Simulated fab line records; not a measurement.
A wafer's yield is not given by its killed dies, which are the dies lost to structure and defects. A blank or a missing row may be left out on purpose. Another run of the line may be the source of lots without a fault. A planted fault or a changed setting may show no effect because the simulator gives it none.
Matching of chambers | flow n5 finfet | N5_BEOL_M2_ALD_84 on ald metal-03 has 4 sister chambers
The step deposits TaN, pulse time 2 s, purge time 3 s, co reactant purge time 2 s. 8 wafers are shown with their chamber, then 7 later ones without.

EACH WAFER AND ITS CHAMBER
wafer  | chamber | heater power outer w (W) | heater power w (W)
L525.6 | 1       | 219                      | 397
L527.4 | 0       | 261                      | 462
L529.4 | 3       | 233                      | 412
L529.5 | 0       | 256                      | 456
L531.2 | 3       | 230                      | 408
L531.3 | 2       | 196                      | 395
L531.6 | 1       | 217                      | 388
L532.3 | 2       | 202                      | 403

WAFERS WHOSE CHAMBER IS MISSING
wafer  | heater power outer w (W) | heater power w (W)
L532.4 | 215                      | 388
L532.5 | 264                      | 465
L535.1 | 215                      | 393
L535.5 | 214                      | 390
L538.1 | 220                      | 387
L538.2 | 263                      | 464
L538.4 | 230                      | 406

EACH ONE'S CHAMBER
wafer  | from the rows above | in truth
L532.4 | 1                   | 1
L532.5 | 0                   | 0
L535.1 | 1                   | 1
L535.5 | 1                   | 1
L538.1 | 1                   | 1
L538.2 | 0                   | 0
L538.4 | 3                   | 3
Correctly placed: 7 of 7. Number that these rows cannot place: 0. Wrongly placed: 0.
How it was worked out, from the rows above alone: a wafer's distance from a chamber is the root of the sum, over the readings, of the square of ((its reading less the chamber's mean) divided by the reading's scatter). If the next closest chamber is less than 2 further off than the closest, the wafer can't be placed; otherwise it belongs to the closest. Each chamber's mean is taken over the wafers shown for it. The scatter: the root of (the sum of the squares of (reading less its chamber's mean) over the shown wafers, divided by (wafers less chambers)).
